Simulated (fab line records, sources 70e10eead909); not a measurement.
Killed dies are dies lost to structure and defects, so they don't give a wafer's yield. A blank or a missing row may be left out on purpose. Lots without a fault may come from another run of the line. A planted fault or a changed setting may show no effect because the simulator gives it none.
fab line records | flow nand_harc
record lots=12 wafers=36 last_day=24
route steps=1159 shown A_STAIRCASE@530 END@1159
lots that met no fault: from a run of the same line without faults
start_h: hours from the record's first day to the start of the lot's first wafer shown | wait_h: hours since the lot's step before | " the same as in the row above | L1.1+2: a row that stands for several wafers | - no value, or no start given | * or withheld: withheld | < > ~ a bound
route shown NAME@n: a module of which the file shows steps, and the number in the route of the first | usual: mean/standard deviation of fault-free wafers | same: alike in all rows | chamber/n: place in a boat | sites: the reading at each site | _std_site: their standard deviation | _edge_site: outer sites' mean less inner sites' | radius_mm: how far each site lies from the wafer's centre | mask NAME#n: copy n | behind: the tool/chamber that last shaped the wafer | hold: why the lot was held/for how many hours/how that ended | device: the transistor (n, p or np) that didn't switch | end of line: the same wafers' tests at the end of the route | a step without rows: its recipe alone | killed: dies lost to structure and defects at the first sort, not the wafer's yield | map: a wafer's dies, x killed, . not, _ none there
set.NAME: the setting as run; set.NAME@STEP: as run at that earlier step | model.NAME: the simulator's own value behind a step, which no gauge read
steps of the route over a sample of lots; a table a step, a row a wafer
services: from which hour (start_h, from the record's first day; less than 0 if before it) a tool's chamber was out of use, for how many hours, and why
## steps
# step NHARC_A_STAIRCASE_DESCUM_168
# recipe time_s=3 o2_flow_sccm=200 ar_flow_sccm=0 bias_power_w=0 chemistry=O2
# usual drypump_motor_current_A=5.5/0.46 oes_product_au=1.001/0.01 rf_vpp_V=57.8/1 showerhead_plenum_p_Torr=1.91/0.089 throttle_valve_pct=11.311/0.0089
# columns lot.wafer tool chamber start_h wait_h drypump_motor_current_A oes_product_au rf_hours_counter_h rf_vpp_V showerhead_plenum_p_Torr throttle_valve_pct
L193.4 rie_diel-11 3 243.15 - 5.5 0.992 8 58.9 1.97 11.311
L193.1 " 0 " " 6.5 0.985 15 57.2 2.07 11.323
L193.6 " 3 " " 5.5 0.996 - 57.1 1.98 11.313
L197.2 rie_diel-10 3 249.45 - 6.2 1.005 23 58.5 1.79 11.316
L197.4 " 1 " " 5.1 1.003 24 57.4 1.98 11.323
L197.5 " 2 " " 5.3 1.008 - 57.6 1.88 11.290
L196.3 rie_diel-10 3 257.44 - 6.1 0.998 27 58.6 1.78 11.299
L196.5 " 2 " " 5.3 0.996 - 58.1 1.87 11.306
L196.6 " 3 " " 6.1 0.996 - 57.2 1.78 11.300
L200.2 rie_diel-09 3 270.27 - 5.7 1.010 2 58.6 1.80 11.304
L200.3 " 1 " " 4.7 1.001 2 58.8 2.00 11.310
L200.5 " 2 " " 5.5 1.016 - 56.9 1.92 11.312
L199.1 rie_diel-10 0 270.42 - 5.3 1.003 34 58.0 1.92 11.323
L199.3 " 2 " " 5.2 0.997 31 57.9 1.87 11.306
L199.5 " 0 " " 5.3 0.997 - 57.7 1.92 11.309
L202.2 rie_diel-09 0 287.81 - 5.4 1.011 8 57.8 1.87 11.307
L202.4 " 2 " " 5.5 1.018 7 56.8 1.91 11.305
L202.6 " 1 " " 4.7 1.002 - 57.9 2.00 11.303
L208.1 rie_diel-10 2 325.73 - 5.2 1.012 50 59.1 1.87 11.302
L208.5 " 2 " " 5.2 1.001 - 57.7 1.87 11.319
L208.4 " 0 " " 5.3 1.008 - 55.3 1.91 11.317
L209.4 rie_diel-09 2 330.63 - 5.5 1.010 23 57.9 1.91 11.310
L209.3 " 0 " " 5.5 1.002 25 57.4 1.87 11.322
L209.6 " 2 " " 5.5 1.017 - 58.8 1.91 11.304
L210.1 rie_diel-10 3 330.90 - 6.1 0.999 54 57.1 1.78 11.301
L210.3 " 0 " " 5.3 0.993 55 57.7 1.91 11.302
L210.2 " 2 " " 5.2 1.000 53 55.9 1.87 11.304
L214.2 rie_diel-11 0 352.85 - 6.5 0.980 59 57.0 2.06 11.298
L214.6 " 2 " " 5.9 0.984 - 57.6 2.06 11.332
L214.5 " 3 " " 5.5 1.003 - 58.1 1.96 11.298
L215.3 rie_diel-10 2 370.08 - 5.2 1.012 2 57.8 1.86 11.312
L215.6 " 2 " " 5.3 1.014 - 57.1 1.86 11.317
L215.5 " 3 " " 6.1 1.006 - 58.9 2.08 11.316
L216.1 rie_diel-09 1 376.58 - 4.7 1.002 42 58.3 1.98 11.321
L216.2 " 0 " " 5.5 1.003 43 56.7 1.86 11.324
L216.4 " 1 " " 4.8 1.004 - 57.8 1.98 11.312
# step NHARC_A_STAIRCASE_TRIM_12
# recipe time_s=211.2 o2_flow_sccm=500 ar_flow_sccm=0 bias_w=0 chemistry=O2
# usual drypump_motor_current_A=5.6/0.48 oes_product_au=0.999/0.011 rf_vpp_V=57.8/0.97 showerhead_plenum_p_Torr=3.54/0.16 throttle_valve_pct=17.037/0.009
# columns lot.wafer tool chamber start_h wait_h drypump_motor_current_A oes_product_au rf_hours_counter_h rf_vpp_V showerhead_plenum_p_Torr throttle_valve_pct
L193.4 rie_diel-10 1 245.07 0.1 5.1 0.996 21 56.9 3.64 17.051
L193.1 " 0 " " 5.4 1.007 21 57.8 3.55 17.042
L193.6 " 1 " " 5.1 1.017 - 57.7 3.64 17.037
L197.4 rie_diel-09 2 251.52 0.1 5.5 1.001 63 57.5 3.53 17.024
L197.2 " 3 " " 5.7 0.999 60 57.8 3.33 17.048
L197.5 " 1 " " 4.8 0.994 - 57.5 3.67 17.042
L196.3 rie_diel-11 3 261.75 0.1 5.5 0.993 18 59.7 3.63 17.036
L196.5 " 3 " " 5.5 0.996 - 57.3 3.63 17.046
L196.6 " 0 " " 6.4 0.976 - 58.1 3.79 17.055
L200.2 rie_diel-10 1 272.06 0.1 5.1 0.995 34 58.4 3.63 17.034
L200.3 " 2 " " 5.3 1.006 32 57.2 3.46 17.035
L200.5 " 2 " " 5.3 1.002 - 58.4 3.46 17.036
L199.1 rie_diel-09 1 272.38 0.1 4.7 0.990 2 58.6 3.67 17.033
L199.3 " 3 " " 5.7 1.013 3 58.1 3.33 17.046
L199.5 " 0 " " 5.4 1.001 - 56.3 3.46 17.038
L202.2 rie_diel-11 0 289.68 0.1 6.5 0.991 36 60.0 3.79 17.053
L202.4 " 1 " " 5.9 0.983 34 56.8 3.35 17.046
L202.6 " 1 " " 5.9 0.993 - 56.5 3.35 17.031
L208.1 rie_diel-09 0 327.81 0.1 5.4 0.985 24 57.0 3.45 17.029
L208.4 " 1 " " 4.8 1.010 22 58.0 3.66 17.038
L208.5 " 3 " " 5.7 1.015 - 56.9 3.32 17.043
L209.4 rie_diel-09 1 332.49 0.1 4.7 1.001 23 59.0 3.66 17.045
L209.3 " 3 " " 5.7 1.017 26 58.5 3.32 17.032
L209.6 " 1 " " 4.7 1.001 - 57.1 3.66 17.043
L210.2 rie_diel-09 1 332.69 0.1 4.7 1.002 23 57.0 3.66 17.042
L210.1 " 2 " " 5.5 1.011 24 58.4 3.52 17.033
L210.3 " 3 " " 5.7 1.013 26 57.3 3.32 17.032
L214.2 rie_diel-11 2 354.91 0.1 5.9 0.985 51 58.1 3.78 17.038
L214.5 " 2 " " 5.9 0.980 - 57.5 3.78 17.046
L214.6 " 3 " " 5.5 1.002 - 58.3 3.61 17.019
L215.3 rie_diel-10 3 371.91 0.1 6.2 1.001 2 58.9 3.81 17.044
L215.6 " 0 " " 5.3 1.011 - 58.3 3.52 17.040
L215.5 " 1 " " 5.1 1.022 - 57.2 3.62 17.036
L216.4 rie_diel-11 0 379.28 0.1 6.5 0.983 2 57.9 3.77 17.031
L216.1 " 1 " " 5.9 0.999 2 56.5 3.33 17.045
L216.2 " 2 " " 5.9 1.001 2 58.9 3.77 17.060
# step NHARC_A_STAIRCASE_ETCH_19
# recipe target_depth_a=1000 time_s=40.5 ion_energy_ev=400 c4f8_flow_sccm=20 o2_flow_sccm=10 ar_flow_sccm=withheld rf_w=600 bias_w=1000 chemistry=C4F8/O2
# usual oes_product_au=0.942/0.011 rf_vpp_V=897/5.8 run_length_s=62.0/0.38
# columns lot.wafer tool chamber start_h wait_h oes_product_au rf_hours_counter_h rf_vpp_V run_length_s
L193.4 rie_diel-10 3 247.37 - 0.945 23 888 61.4
L193.1 " 2 " " 0.942 22 894 61.8
L193.6 " 0 " " 0.951 - 895 62.3
L197.4 rie_diel-09 2 252.53 - 0.952 64 897 62.2
L197.2 " 0 " " 0.918 57 895 62.0
L197.5 " 2 " " 0.943 - 896 62.2
L196.3 rie_diel-11 0 262.82 - 0.927 26 905 62.3
L196.6 " 3 " " 0.933 - 901 62.1
L196.5 " 0 " " 0.920 - 907 61.6
L200.3 rie_diel-10 1 272.93 - 0.933 34 899 61.8
L200.2 " 3 " " 0.944 34 887 61.9
L200.5 " 2 " " 0.925 - 894 61.6
L199.1 rie_diel-09 0 273.21 - 0.951 3 894 61.8
L199.3 " 2 " " 0.954 3 897 62.4
L199.5 " 1 " " 0.937 - 900 62.5
L202.4 rie_diel-11 2 290.58 - 0.940 28 905 61.4
L202.2 " 0 " " 0.932 36 905 61.7
L202.6 " 3 " " 0.951 - 899 62.0
L208.4 rie_diel-09 1 328.65 - 0.926 22 900 62.2
L208.1 " 3 " " 0.952 25 888 62.4
L208.5 " 1 " " 0.936 - 902 62.0
L209.4 rie_diel-09 2 333.47 - 0.950 24 895 62.1
L209.3 " 1 " " 0.946 24 901 62.4
L209.6 " 2 " " 0.956 - 896 49.7
L210.2 rie_diel-09 1 333.65 - 0.929 24 902 49.6
L210.1 " 3 " " 0.966 27 887 49.0
L210.3 " 0 " " 0.937 26 894 61.8
L214.2 rie_diel-11 1 357.31 - 0.941 58 888 62.2
L214.6 " 2 " " 0.921 - 905 62.0
L214.5 " 3 " " 0.939 - 899 62.6
L215.3 rie_diel-10 1 372.72 - 0.962 3 900 62.0
L215.5 " 0 " " 0.954 - 894 61.7
L215.6 " 1 " " 0.952 - 898 62.4
L216.1 rie_diel-11 1 380.61 - 0.941 2 889 62.4
L216.2 " 2 " " 0.940 2 905 61.3
L216.4 " 3 " " 0.951 3 899 61.9
# step NHARC_A_STAIRCASE_ETCH_21
# recipe target_depth_a=1000 time_s=40.5 ion_energy_ev=400 c4f8_flow_sccm=20 o2_flow_sccm=10 ar_flow_sccm=withheld rf_w=600 bias_w=1000 chemistry=C4F8/O2
# usual oes_product_au=0.947/0.019 rf_vpp_V=897/6 run_length_s=62.0/0.41
# columns lot.wafer tool chamber start_h wait_h oes_product_au rf_hours_counter_h rf_vpp_V run_length_s
L193.1 rie_diel-10 3 - - 0.942 23 888 61.4
L193.4 " 1 " " 0.944 23 900 62.2
L193.6 " 2 " " 0.940 - 893 61.4
L197.4 rie_diel-10 2 - - 0.934 25 894 61.3
L197.2 " 0 " " 0.938 26 897 61.6
L197.5 " 3 " " 0.933 - 887 61.4
L196.3 rie_diel-11 2 - - 0.960 20 906 61.6
L196.5 " 0 " " 0.933 - 905 61.7
L196.6 " 1 " " 0.952 - 890 62.6
L200.3 rie_diel-11 2 - - 0.930 23 905 61.7
L200.2 " 3 " " 0.959 21 900 62.2
L200.5 " 3 " " 0.948 - 901 62.0
L199.3 rie_diel-09 1 - - 0.953 3 901 61.9
L199.1 " 2 " " 0.957 3 895 62.2
L199.5 " 0 " " 0.960 - 891 61.8
L202.2 rie_diel-11 2 - - 0.940 28 907 61.4
L202.4 " 3 " " 0.944 29 902 62.7
L202.6 " 1 " " 0.936 - 890 63.0
L208.1 rie_diel-10 3 - - 0.955 54 888 61.5
L208.4 " 3 " " 0.956 - 887 61.4
L208.5 " 2 " " 0.971 - 893 62.1
L210.3 rie_diel-09 1 - - 0.933 24 901 62.2
L210.2 " 2 " " 0.948 25 895 62.4
L210.1 " 3 " " 0.961 27 890 62.1
L209.3 rie_diel-11 1 - - 0.923 49 888 62.6
L209.4 " 2 " " 0.915 42 906 61.2
L209.6 " 2 " " 0.914 - 906 61.6
L214.2 rie_diel-11 2 - - 0.918 53 904 61.3
L214.6 " 2 " " 0.929 - 905 62.2
L214.5 " 3 " " 0.956 - 897 62.1
L215.3 rie_diel-10 2 - - 0.954 3 893 61.3
L215.6 " 1 " " 0.966 - 901 62.0
L215.5 " 2 " " 0.949 - 894 61.7
L216.2 rie_diel-11 3 - - 0.933 3 900 62.1
L216.4 " 0 " " 0.922 3 906 61.8
L216.1 " 2 " " 0.944 2 905 61.6
# step NHARC_END_SORT_01
# recipe temp_c=25
# usual killed_at_array=29/11 killed_at_other=0.7/1.1 killed_at_periphery=2.9/2.2 killed_dies=33/11 killed_open=3.1/1.8 killed_short=1.9/1.4
# same gross_dies=677
# columns lot.wafer tool chamber start_h wait_h killed_at_array killed_at_other killed_at_periphery killed_dies killed_open killed_short
L210.1 prober-02 0 534.15 2.5 672 2 3 677 1 5
L210.2 prober-02 0 534.96 2.8 674 1 2 677 3 1
L210.3 prober-02 0 535.77 3.1 15 1 0 16 2 4
L209.3 prober-01 0 535.74 3.1 43 1 2 46 4 0
L209.4 prober-01 0 536.53 3.4 46 0 0 46 1 1
L209.6 prober-01 0 538.12 4.0 674 0 3 677 4 2
# killed by level:class
L210.1 A_STAIRCASE:area_etch=652 A_STAIRCASE:chamber_film_flake=6 A_CHANNEL_HOLE_D1:chamber_film_flake=5 P_STI:chamber_film_flake=3 A_ONON_D1:geometric_particle:short=2 A_CONTACT:chamber_film_flake=2 A_SLIT:chamber_film_flake=2 A_ONON_D1:geometric_particle:open=1
L210.2 A_STAIRCASE:area_etch=649 A_CHANNEL_HOLE_D1:chamber_film_flake=9 A_STAIRCASE:chamber_film_flake=4 A_SLIT:chamber_film_flake=4 A_CONTACT:chamber_film_flake=4 P_STI:chamber_film_flake=2 A_SOURCE_PLATE:geometric_particle:open=1 A_ONON_D1:geometric_particle:open=1
L209.3 A_CHANNEL_HOLE_D1:chamber_film_flake=18 A_SLIT:chamber_film_flake=16 A_CONTACT:chamber_film_flake=4 A_STAIRCASE:chamber_film_flake=2 P_M0:geometric_particle:open=1 A_ONON_D1:geometric_particle:open=1 A_WL_FILL:geometric_particle:open=1 A_CONTACT:geometric_particle:open=1
L210.3 A_CHANNEL_HOLE_D1:chamber_film_flake=8 A_ONON_D1:geometric_particle:short=2 A_ONON_D1:geometric_particle:open=1 A_CONTACT:geometric_particle:open=1 A_M0:geometric_particle:short=1 STARTING-WAFER:geometric_particle:short=1 A_STAIRCASE:chamber_film_flake=1 A_CONTACT:chamber_film_flake=1
L209.4 A_CHANNEL_HOLE_D1:chamber_film_flake=17 A_SLIT:chamber_film_flake=16 A_STAIRCASE:chamber_film_flake=5 A_CONTACT:chamber_film_flake=4 A_ZERO_WELL:chamber_film_flake=2 A_ONON_D1:geometric_particle:short=1 A_CONTACT:geometric_particle:open=1
L209.6 A_STAIRCASE:area_etch=623 A_SLIT:chamber_film_flake=18 A_CHANNEL_HOLE_D1:chamber_film_flake=18 A_STAIRCASE:chamber_film_flake=5 A_ZERO_WELL:chamber_film_flake=3 A_CONTACT:geometric_particle:open=2 A_CONTACT:chamber_film_flake=2 P_GATE:geometric_particle:open=1
## services
# columns tool chamber start_h hours kind
rie_diel-10 0 219.55 4.4 repair
rie_diel-11 3 222.43 15.8 repair
rie_diel-11 0 223.07 - clean
rie_diel-11 1 223.07 - clean
rie_diel-11 2 223.07 - clean
rie_diel-09 0 234.33 - clean
rie_diel-09 1 234.33 - clean
rie_diel-09 2 234.33 - clean
rie_diel-09 3 234.33 - clean
rie_diel-10 0 234.65 - clean
rie_diel-10 1 234.65 - clean
rie_diel-10 2 234.65 - clean
rie_diel-10 3 234.65 - clean
rie_diel-11 0 248.03 - clean
rie_diel-11 1 248.03 - clean
rie_diel-11 2 248.03 - clean
rie_diel-09 - 254.16 9.0 pm
rie_diel-10 2 262.69 2.8 repair
rie_diel-11 1 303.45 4.2 repair
rie_diel-10 1 321.61 9.0 repair
rie_diel-10 2 332.57 1.5 repair
rie_diel-10 - 353.52 9.0 pm
rie_diel-09 3 361.78 33.2 repair
rie_diel-11 - 366.57 9.0 pm
## key
first_sign step=NHARC_A_STAIRCASE_ETCH_19 reading=run_length_s direction=down sigmas=33 usual=* struck=*
effect step=NHARC_END_SORT_01 reading=killed_dies direction=up sigmas=58 usual=33 struck=677
more_kills_born_at NHARC_A_STAIRCASE_ETCH_19@rie_diel-09=1924
met_at NHARC_A_STAIRCASE_ETCH_19
struck_lots L209,L210
struck_wafers L209.6,L210.1,L210.2
later_rows_left_out L209.6,L210.1,L210.2
tester_left_out L209,L210
not_acting_at NHARC_A_STAIRCASE_DESCUM_168,NHARC_A_STAIRCASE_TRIM_12,NHARC_A_STAIRCASE_ETCH_21
onset_between 328.65 333.47
fault kind=process_parameter_drift tool=rie_diel-09 chamber=- onset_h=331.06 steps=NHARC_A_STAIRCASE_ETCH_19 channel=time_s offset=* shape=step end_h=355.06 scope=struck_wafers_only acts_in=* stated=*
# tester_left_out: of these lots the tester's yield and bins aren't shown, on N5 and GAA mostly nor the transistor test; their killed dies are dies lost to structure and defects alone, not to doping, threshold or leakage, so they don't give the yield
# later_rows_left_out: the simulator's readings of these wafers behind a module that went badly wrong aren't trusted and aren't shown, but for the sort
